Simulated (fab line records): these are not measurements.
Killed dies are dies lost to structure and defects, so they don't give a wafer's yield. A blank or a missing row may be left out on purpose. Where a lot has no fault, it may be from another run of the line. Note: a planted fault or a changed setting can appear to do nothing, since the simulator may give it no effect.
Which tool was responsible? ; flow n5 finfet ; 24 lots (72 wafers sampled), 1 step of a 1938-step route

WHAT EACH GAUGE READ, for each wafer
N5_BEOL_M1_INSPECT_30: inspects for defects (brightfield). Usual: 404 for raw defect count, sd 94.
lot;measured;on;raw defect count;flag
L074;day 6 02:03;defect inspect-02;397 394 341;
L076;day 6 15:17;defect inspect-02;313 319 508;
L075;day 6 15:34;defect inspect-01;310 416 486;
L077;day 7 06:18;defect inspect-02;535 487 427;
L078;day 7 06:24;defect inspect-02;331 453 318;
L079;day 7 10:11;defect inspect-01;419 770 574;
L080;day 7 14:07;defect inspect-01;508 374 414;
L081;day 7 22:52;defect inspect-01;408 272 276;
L082;day 8 04:02;defect inspect-02;503 350 477;
L083;day 8 04:16;defect inspect-02;233 335 441;
L084;day 8 11:53;defect inspect-01;344 361 416;
L085;day 9 02:51;defect inspect-02;474 519 416;
L086;day 9 07:23;defect inspect-02;328 369 432;
L087;day 9 09:55;defect inspect-02;344 355 395;
L088;day 9 13:05;defect inspect-02;438 442 388;
L089;day 10 02:03;defect inspect-02;424 436 318;
L090;day 10 03:00;defect inspect-02;425 447 391;
L091;day 10 11:11;defect inspect-01;303 261 388;
L092;day 10 16:08;defect inspect-02;504 412 490;
L093;day 11 02:13;defect inspect-01;432 402 367;
L094;day 11 02:16;defect inspect-01;454 398 346;
L095;day 11 12:12;defect inspect-01;298 290 268;
L096;day 11 21:06;defect inspect-02;310 397 348;
L097;day 11 23:32;defect inspect-02;355 474 296;

WHICH TOOL RAN EACH LOT (tool, then ch and the chambers of the sampled wafers, then the start)
Record: no process step prior to these readings.

AS READ BY THE TOOLS THEMSELVES (means over the sampled wafers that have a number; for cases with no such wafer, the mark the record gives instead)
The record holds no such reading with a usual standard deviation.

THE ANSWER, worked out from the rows above alone
Rule: a lot counts as off when the mean over its wafers that have a number is more than 3 standard deviations away from the usual mean. Also off: a lot with no number at a reading for which 4 or more lots have one. Any other lot the step has rows for is counted as sound. After the gauges, taken in route order, come the tools' own readings; for these a lot's mean is taken, as printed above. At the first step where some lot is off, the reading lying furthest off is the one used; lots without a number count as furthest.
No lot is off on any of the readings shown, so nothing can be concluded from this.

WHAT THE SIMULATOR HAD INSERTED
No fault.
